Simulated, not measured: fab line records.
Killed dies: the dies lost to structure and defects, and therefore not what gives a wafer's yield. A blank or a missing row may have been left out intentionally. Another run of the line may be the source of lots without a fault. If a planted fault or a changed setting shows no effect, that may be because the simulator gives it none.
fab line records	flow nand_harc
[record] lots = 13	wafers = 37	last_day = 33
route steps=1302 shown A_STAIRCASE@736 END@1302
lots that met no fault: taken from a fault-free run of the same line
start_h: hours from the record's first day to the start of the lot's first wafer shown	wait_h: how many hours have passed since the lot's step before this one	" as in the row above	L1.1+2: a single row standing in for several wafers	- no value present, or no start provided	* or withheld: withheld	< > ~ a bound
route shown NAME@n: names a module that has steps shown in the file, with the first one's number in the route	usual: average and standard deviation across the fault-free wafers	same: alike in all rows	chamber/n: place in a boat	sites: readings site by site	_std_site: the standard deviation of these	_edge_site: inner sites' mean taken away from outer sites' mean	radius_mm: how far each site lies from the wafer's centre	mask NAME#n: copy n	behind: the last tool/chamber to shape the wafer	hold: why the lot went on hold/how many hours it stayed there/how the hold came to an end	device: names the non-switching transistor (n, p or np)	end of line: tests run on the same wafers once the route is complete	where a step has no rows: the recipe by itself	killed: not the wafer's yield, but the dies lost to structure and defects at the first sort	map: per-die view of a wafer (x killed, . not killed, _ where there is no die)
set.NAME: the setting that was run; set.NAME@STEP: the one run at that earlier step	model.NAME: the simulator's own value behind a step, which no gauge read
one table for each step of the route and one row for each wafer, over a sample of lots
services: from which hour (start_h, from the record's first day; less than 0 if before it) a tool's chamber was out of use, for how many hours, and why
[[steps]]
[step NHARC_A_STAIRCASE_TRIM_222]
[recipe] time_s = 211.2	o2_flow_sccm = 500	ar_flow_sccm = 0	bias_w = 0	chemistry = O2
[usual] drypump_motor_current_A = 5.6/0.38	oes_product_au = 1.002/0.0084	rf_vpp_V = 57.7/0.91	showerhead_plenum_p_Torr = 3.51/0.15	throttle_valve_pct = 17.038/0.0097
lot.wafer	tool	chamber	start_h	wait_h	drypump_motor_current_A	oes_product_au	rf_hours_counter_h	rf_vpp_V	showerhead_plenum_p_Torr	throttle_valve_pct
L271.4	rie_diel-04	2	385.68	-	5.4	1.000	6	59.3	3.59	17.028
L271.1	"	3	"	"	6.3	0.997	6	57.8	3.80	17.020
L271.5	"	3	"	"	6.3	0.985	-	59.1	3.80	17.036
L275.3	rie_diel-01	1	411.25	-	5.2	0.996	9	57.1	3.32	17.037
L275.2	"	3	"	"	6.5	0.994	7	56.9	3.36	17.038
L275.5	"	2	"	"	5.5	0.998	-	57.2	3.60	17.035
L276.3	rie_diel-09	1	431.93	-	5.4	1.004	33	57.2	3.67	17.042
L276.2	"	3	"	"	5.3	1.008	39	58.5	3.66	17.034
L276.4	"	0	"	"	5.3	0.998	39	57.5	3.47	17.036
L277.4	rie_diel-01	2	436.97	-	5.5	0.991	13	57.8	3.60	17.040
L277.3	"	3	"	"	6.6	1.005	14	58.0	3.35	17.050
L277.5	"	0	"	"	5.8	0.995	-	57.8	3.29	17.040
L278.4	rie_diel-09	0	446.36	-	5.2	1.001	43	56.9	3.47	17.047
L278.3	"	1	"	"	5.4	1.007	37	58.5	3.66	17.041
L278.6	"	3	"	"	5.3	1.001	-	57.7	3.66	17.052
L280.1	rie_diel-09	2	468.42	-	5.6	1.217	40	58.3	3.40	17.047
L280.3	"	0	"	"	5.2	1.000	48	58.5	3.46	17.041
L280.4	"	1	"	"	5.4	1.004	42	59.4	3.66	17.019
L279.6	rie_diel-09	1	468.84	-	5.4	1.007	-	56.8	3.66	17.041
L279.5	"	2	"	"	5.6	1.233	-	59.3	3.40	17.033
L281.5	rie_diel-09	3	474.82	-	5.3	1.219	-	58.6	3.65	17.043
L281.6	"	0	"	"	5.2	0.997	-	56.3	3.46	17.039
L286.2	rie_diel-01	3	520.62	-	6.6	1.002	42	59.4	3.34	17.046
L286.1	"	1	"	"	5.2	1.010	50	57.7	3.30	17.009
L286.4	"	2	"	"	5.5	0.988	44	58.8	3.58	17.021
L288.1	rie_diel-01	2	556.09	-	5.5	0.990	60	57.6	3.57	17.031
L288.2	"	3	"	"	6.6	0.989	57	58.1	3.33	17.051
L288.5	"	2	"	"	5.5	0.987	-	58.0	3.57	17.047
L290.4	rie_diel-09	0	574.88	-	5.2	0.997	26	57.2	3.44	17.041
L290.2	"	3	"	"	5.4	0.994	26	58.9	3.63	17.044
L290.5	"	1	"	"	5.4	1.010	-	58.7	3.64	17.031
L291.2	rie_diel-04	0	577.78	-	5.4	1.001	13	57.1	3.43	17.039
L291.4	"	0	"	"	5.4	0.985	-	57.4	3.43	17.051
L291.6	"	3	"	"	6.3	1.010	-	57.2	3.76	17.044
L292.4	rie_diel-09	2	579.25	-	5.6	1.021	9	56.8	3.39	17.044
L292.2	"	1	"	"	5.4	1.014	26	58.2	3.64	17.038
L292.6	"	3	"	"	5.3	1.010	-	58.3	3.63	17.039
[step NHARC_A_STAIRCASE_ETCH_223]
[recipe] target_depth_a = 1000	time_s = 40.5	ion_energy_ev = 400	c4f8_flow_sccm = 20	o2_flow_sccm = 10	ar_flow_sccm = withheld	rf_w = 600	bias_w = 1000	chemistry = C4F8/O2
[usual] oes_product_au = 0.944/0.01	rf_vpp_V = 895/5.4
lot.wafer	tool	chamber	start_h	wait_h	oes_product_au	rf_hours_counter_h	rf_vpp_V
L271.4	rie_diel-04	3	-	-	0.930	6	906
L271.1	"	0	"	"	0.933	6	892
L271.5	"	3	"	"	0.931	-	906
L275.3	rie_diel-01	0	-	-	0.945	9	887
L275.2	"	1	"	"	0.942	9	890
L275.5	"	3	"	"	0.945	-	887
L276.3	rie_diel-09	1	-	-	0.959	33	901
L276.2	"	2	"	"	0.953	28	892
L276.4	"	0	"	"	0.954	39	894
L277.4	rie_diel-01	1	-	-	0.938	14	889
L277.3	"	3	"	"	0.947	14	889
L277.5	"	2	"	"	0.946	-	899
L278.3	rie_diel-09	0	-	-	0.960	43	893
L278.4	"	1	"	"	0.948	37	902
L278.6	"	0	"	"	0.947	-	894
L280.4	rie_diel-09	0	-	-	0.935	48	892
L280.3	"	2	"	"	0.951	40	892
L280.1	"	3	"	"	0.944	51	901
L279.5	rie_diel-09	0	-	-	0.932	-	893
L279.6	"	1	"	"	0.940	-	901
L281.6	rie_diel-09	0	-	-	0.948	-	893
L281.5	"	1	"	"	0.963	-	901
L286.1	rie_diel-01	1	-	-	0.938	50	888
L286.2	"	3	"	"	0.920	42	888
L286.4	"	0	"	"	0.933	48	887
L288.1	rie_diel-01	1	-	-	0.936	64	887
L288.2	"	2	"	"	0.941	60	898
L288.5	"	0	"	"	0.940	-	887
L290.2	rie_diel-09	2	-	-	0.951	7	891
L290.4	"	3	"	"	0.934	26	900
L290.5	"	2	"	"	0.959	-	890
L291.2	rie_diel-04	0	-	-	0.927	13	892
L291.4	"	0	"	"	0.930	-	893
L291.6	"	3	"	"	0.943	-	904
L292.2	rie_diel-09	0	-	-	0.947	28	893
L292.4	"	1	"	"	0.955	26	899
L292.6	"	0	"	"	0.949	-	894
[step NHARC_A_STAIRCASE_TRIM_229]
[recipe] time_s = 211.2	o2_flow_sccm = 500	ar_flow_sccm = 0	bias_w = 0	chemistry = O2
[usual] drypump_motor_current_A = 5.6/0.4	oes_product_au = 1.000/0.0099	rf_vpp_V = 57.8/0.89	showerhead_plenum_p_Torr = 3.50/0.15	throttle_valve_pct = 17.037/0.0092
lot.wafer	tool	chamber	start_h	wait_h	drypump_motor_current_A	oes_product_au	rf_hours_counter_h	rf_vpp_V	showerhead_plenum_p_Torr	throttle_valve_pct
L271.1	rie_diel-09	2	386.87	0.1	5.6	1.004	19	58.1	3.41	17.033
L271.4	"	1	"	"	5.4	1.006	19	58.7	3.67	17.035
L271.5	"	3	"	"	5.3	0.999	-	58.4	3.67	17.039
L275.3	rie_diel-01	0	412.16	0.1	5.8	1.004	9	57.7	3.30	17.027
L275.2	"	1	"	"	5.2	0.999	10	56.3	3.32	17.040
L275.5	"	2	"	"	5.5	0.992	-	57.8	3.60	17.033
L276.4	rie_diel-09	3	432.72	0.1	5.3	1.008	40	58.5	3.66	17.034
L276.2	"	0	"	"	5.3	0.997	39	56.6	3.47	17.041
L276.3	"	1	"	"	5.4	1.019	33	57.4	3.66	17.047
L277.3	rie_diel-09	2	437.75	0.1	5.6	1.013	29	58.6	3.41	17.015
L277.4	"	3	"	"	5.3	1.007	41	57.6	3.66	17.023
L277.5	"	2	"	"	5.6	1.018	-	56.8	3.41	17.028
L278.4	rie_diel-01	0	447.13	0.1	5.9	0.995	18	56.6	3.29	17.049
L278.3	"	2	"	"	5.5	0.992	16	58.6	3.60	17.042
L278.6	"	0	"	"	5.8	0.998	-	55.2	3.29	17.038
L280.1	rie_diel-01	3	469.31	0.1	6.6	0.999	25	58.1	3.35	17.039
L280.4	"	0	"	"	5.9	1.009	27	58.5	3.29	17.011
L280.3	"	2	"	"	5.5	1.002	25	56.9	3.59	17.049
L279.5	rie_diel-09	0	469.70	0.1	5.2	0.998	-	57.5	3.46	17.023
L279.6	"	1	"	"	5.4	1.017	-	58.3	3.66	17.054
L281.5	rie_diel-09	0	475.66	0.2	5.2	0.999	-	58.5	3.46	17.039
L281.6	"	1	"	"	5.4	1.009	-	60.1	3.66	17.024
L286.2	rie_diel-09	3	521.55	0.1	5.3	1.003	6	58.4	3.64	17.028
L286.1	"	0	"	"	5.2	1.007	6	58.1	3.45	17.041
L286.4	"	3	"	"	5.3	1.011	-	58.0	3.64	17.041
L288.1	rie_diel-09	3	556.95	0.1	5.3	1.001	22	59.6	3.64	17.026
L288.2	"	1	"	"	5.4	1.012	19	58.1	3.64	17.031
L288.5	"	3	"	"	5.3	1.006	-	58.4	3.64	17.009
L290.4	rie_diel-09	2	575.78	0.1	5.6	0.997	7	56.9	3.39	17.033
L290.2	"	3	"	"	5.3	1.003	27	57.6	3.63	17.019
L290.5	"	1	"	"	5.4	0.999	-	58.0	3.64	17.027
L291.2	rie_diel-01	1	578.84	0.1	5.2	0.987	5	58.1	3.29	17.036
L291.4	"	2	"	"	5.5	0.991	5	57.7	3.57	17.039
L291.6	"	0	"	"	5.9	0.993	-	59.1	3.80	17.033
L292.2	rie_diel-01	1	580.55	0.1	5.2	1.000	6	58.1	3.29	17.042
L292.4	"	2	"	"	5.5	0.987	6	55.7	3.57	17.027
L292.6	"	1	"	"	5.2	0.994	-	56.8	3.29	17.039
[step NHARC_A_STAIRCASE_ETCH_230]
[recipe] target_depth_a = 1000	time_s = 40.5	ion_energy_ev = 400	c4f8_flow_sccm = 20	o2_flow_sccm = 10	ar_flow_sccm = withheld	rf_w = 600	bias_w = 1000	chemistry = C4F8/O2
[usual] oes_product_au = 0.950/0.015	rf_vpp_V = 895/5.7
lot.wafer	tool	chamber	start_h	wait_h	oes_product_au	rf_hours_counter_h	rf_vpp_V
L271.4	rie_diel-09	2	-	-	0.967	19	892
L271.1	"	3	"	"	0.966	23	900
L271.5	"	2	"	"	0.961	-	892
L275.2	rie_diel-01	0	-	-	0.958	9	887
L275.3	"	1	"	"	0.954	10	889
L275.5	"	3	"	"	0.944	-	890
L276.3	rie_diel-09	3	-	-	0.952	40	900
L276.4	"	0	"	"	0.939	39	892
L276.2	"	1	"	"	0.957	33	900
L277.4	rie_diel-09	3	-	-	0.986	41	901
L277.3	"	1	"	"	0.964	34	903
L277.5	"	3	"	"	0.979	-	901
L278.3	rie_diel-01	3	-	-	0.983	17	889
L278.4	"	2	"	"	0.976	16	898
L278.6	"	0	"	"	0.955	-	888
L280.1	rie_diel-01	0	-	-	0.949	27	888
L280.3	"	2	"	"	0.945	25	899
L280.4	"	3	"	"	0.942	25	889
L279.6	rie_diel-09	2	-	-	0.966	-	891
L279.5	"	3	"	"	0.960	-	900
L281.5	rie_diel-09	0	-	-	0.935	-	893
L281.6	"	1	"	"	0.936	-	901
L286.1	rie_diel-09	1	-	-	0.950	4	901
L286.2	"	3	"	"	0.948	6	900
L286.4	"	1	"	"	0.945	-	901
L288.1	rie_diel-09	3	-	-	0.929	22	900
L288.2	"	0	"	"	0.922	22	894
L288.5	"	3	"	"	0.913	-	899
L290.2	rie_diel-09	2	-	-	0.941	7	891
L290.4	"	1	"	"	0.948	24	900
L290.5	"	2	"	"	0.936	-	893
L291.2	rie_diel-01	0	-	-	0.942	6	904
L291.4	"	1	"	"	0.942	5	886
L291.6	"	1	"	"	0.936	-	888
L292.4	rie_diel-01	0	-	-	0.980	6	906
L292.2	"	1	"	"	0.959	6	888
L292.6	"	1	"	"	0.958	-	886
[step NHARC_END_SORT_01]
[recipe] temp_c = 25
[usual] killed_at_array = 56/20	killed_at_other = 1/1.3	killed_at_periphery = 3.5/2.7	killed_dies = 60/20	killed_open = 3.3/1.6	killed_short = 2.4/1.5
[same] gross_dies = 677
lot.wafer	tool	chamber	start_h	wait_h	killed_at_array	killed_at_other	killed_at_periphery	killed_dies	killed_open	killed_short
L280.1	prober-01	0	655.20	2.5	671	0	1	672	2	3
L280.3	prober-01	0	656.82	3.1	40	0	1	41	1	3
L280.4	prober-01	0	657.63	3.4	62	0	3	65	4	4
L279.5	prober-02	0	658.48	3.7	652	5	6	663	5	2
L279.6	prober-02	0	659.29	4.0	42	0	2	44	4	2
L281.5	prober-02	0	680.79	3.7	674	0	1	675	3	2
L281.6	prober-02	0	681.58	4.0	45	1	5	51	6	6
L286.1	prober-01	0	721.97	2.5	53	1	1	55	3	2
L286.2	prober-01	0	722.77	2.8	44	0	1	45	2	5
L286.4	prober-01	0	724.38	3.4	45	2	4	51	2	3
// killed by level:class
L280.1 A_STAIRCASE:area_trim=604 A_CHANNEL_HOLE_D1:chamber_film_flake=35 A_CHANNEL_HOLE_D2:chamber_film_flake=17 A_STAIRCASE:chamber_film_flake=6 A_CHANNEL_FILL_D1:geometric_particle:short=2 A_SLIT:chamber_film_flake=2 A_CHANNEL_FILL_D1:geometric_particle:open=1 A_CHANNEL_HOLE_D2:geometric_particle:open=1
L280.3 A_CHANNEL_HOLE_D1:chamber_film_flake=16 A_CHANNEL_HOLE_D2:chamber_film_flake=13 A_STAIRCASE:chamber_film_flake=5 A_CONTACT:chamber_film_flake=3 A_ONON_D1:geometric_particle:short=2 P_M0:geometric_particle:open=1 A_WL_FILL:geometric_particle:short=1
L280.4 A_CHANNEL_HOLE_D1:chamber_film_flake=29 A_CHANNEL_HOLE_D2:chamber_film_flake=21 A_CHANNEL_FILL_D1:geometric_particle:open=2 P_GATE:chamber_film_flake=2 A_CHANNEL_FILL_D2:chamber_film_flake=2 A_SLIT:chamber_film_flake=2 P_M1:geometric_particle:short=1 A_ONON_D1:geometric_particle:short=1
L279.5 A_STAIRCASE:area_trim=594 A_SLIT:chamber_film_flake=31 A_CHANNEL_HOLE_D2:chamber_film_flake=6 A_DECK1_JOINT:chamber_film_flake=4 A_CONTACT:chamber_film_flake=4 THIN_TSV:chamber_film_flake=4 A_CHANNEL_HOLE_D1:chamber_film_flake=3 P_M0:geometric_particle:open=2
L279.6 A_SLIT:chamber_film_flake=27 A_CHANNEL_HOLE_D1:chamber_film_flake=4 A_WL_FILL:geometric_particle:open=2 A_ZERO_WELL:chamber_film_flake=2 P_M0:geometric_particle:open=1 A_CHANNEL_FILL_D1:geometric_particle:open=1 A_CHANNEL_FILL_D1:geometric_particle:short=1 A_DECK1_JOINT:geometric_particle:short=1
L281.5 A_STAIRCASE:area_trim=609 A_CHANNEL_HOLE_D1:chamber_film_flake=28 A_CHANNEL_HOLE_D2:chamber_film_flake=19 A_DECK1_JOINT:chamber_film_flake=4 A_ONON_D2:geometric_particle:open=3 A_STAIRCASE:chamber_film_flake=2 A_SLIT:chamber_film_flake=2 A_M0:chamber_film_flake=2
L281.6 A_CHANNEL_HOLE_D1:chamber_film_flake=15 A_CHANNEL_HOLE_D2:chamber_film_flake=13 A_WL_FILL:geometric_particle:short=3 P_M1:chamber_film_flake=3 A_SLIT:chamber_film_flake=2 P_CONTACT:geometric_particle:open=1 A_SOURCE_PLATE:geometric_particle:open=1 A_CHANNEL_FILL_D1:geometric_particle:open=1
L286.1 A_CHANNEL_HOLE_D1:chamber_film_flake=35 A_SLIT:chamber_film_flake=4 A_CONTACT:chamber_film_flake=3 A_STAIRCASE:chamber_film_flake=3 P_M0:geometric_particle:open=1 A_SOURCE_PLATE:geometric_particle:open=1 A_CHANNEL_FILL_D1:geometric_particle:short=1 A_ONON_D2:geometric_particle:short=1
L286.2 A_CHANNEL_HOLE_D1:chamber_film_flake=15 A_CONTACT:chamber_film_flake=7 A_SLIT:chamber_film_flake=5 A_CHANNEL_FILL_D1:geometric_particle:short=3 A_CHANNEL_FILL_D1:chamber_film_flake=3 A_STAIRCASE:chamber_film_flake=3 A_WL_FILL:chamber_film_flake=2 A_CHANNEL_HOLE_D1:geometric_particle:open=1
L286.4 A_CHANNEL_HOLE_D1:chamber_film_flake=27 A_CONTACT:chamber_film_flake=7 A_SLIT:chamber_film_flake=3 P_M2:chamber_film_flake=2 THIN_TSV:chamber_film_flake=2 P_M0:geometric_particle:open=1 A_SOURCE_PLATE:geometric_particle:short=1 A_CHANNEL_HOLE_D1:geometric_particle:short=1
[[services]]
tool	chamber	start_h	hours	kind
rie_diel-09	0	380.47	-	clean
rie_diel-09	1	380.47	-	clean
rie_diel-09	2	380.47	-	clean
rie_diel-09	3	380.47	-	clean
rie_diel-01	-	380.94	9.0	pm
rie_diel-09	0	389.58	2.6	repair
rie_diel-09	0	404.97	-	clean
rie_diel-09	1	404.97	-	clean
rie_diel-09	2	404.97	-	clean
rie_diel-09	3	404.97	-	clean
rie_diel-09	2	405.13	8.3	repair
rie_diel-04	2	405.71	3.7	repair
rie_diel-04	1	426.06	9.2	repair
rie_diel-09	0	429.47	-	clean
rie_diel-09	1	429.47	-	clean
rie_diel-09	2	429.47	-	clean
rie_diel-04	1	445.58	4.4	repair
rie_diel-04	0	460.20	10.4	repair
rie_diel-09	-	497.23	9.0	pm
rie_diel-09	1	509.63	3.2	repair
rie_diel-04	-	532.73	9.0	pm
rie_diel-01	-	558.05	9.0	pm
rie_diel-04	2	567.01	34.5	repair
rie_diel-09	-	568.36	2.1	repair
[[key]]
[first_sign] step = NHARC_A_STAIRCASE_TRIM_222	reading = oes_product_au	direction = up	sigmas = 26	usual = 1.002	struck = 1.223
[effect] step = NHARC_END_SORT_01	reading = killed_at_array	direction = up	sigmas = 31	usual = 56	struck = 666
[more_kills_born_at] NHARC_A_STAIRCASE_TRIM_222@rie_diel-09 = 1807
met_at NHARC_A_STAIRCASE_TRIM_222
struck_lots L279,L280,L281
struck_wafers L279.5,L280.1,L281.5
later_rows_left_out L279.5,L280.1,L281.5
tester_left_out L279,L280,L281
not_acting_at NHARC_A_STAIRCASE_ETCH_223,NHARC_A_STAIRCASE_TRIM_229,NHARC_A_STAIRCASE_ETCH_230
onset_between 446.36 468.42
[fault] kind = process_parameter_drift	tool = rie_diel-09	chamber = -	onset_h = 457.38	steps = NHARC_A_STAIRCASE_TRIM_222	channel = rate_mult	offset = 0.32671	shape = step	end_h = 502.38	scope = struck_wafers_only
// tester_left_out: of these lots the tester's yield and bins aren't shown, on N5 and GAA mostly nor the transistor test; their killed dies are dies lost to structure and defects alone, not to doping, threshold or leakage, so they don't give the yield
// later_rows_left_out: the simulator's readings of these wafers behind a module that went badly wrong aren't trusted and aren't shown, but for the sort
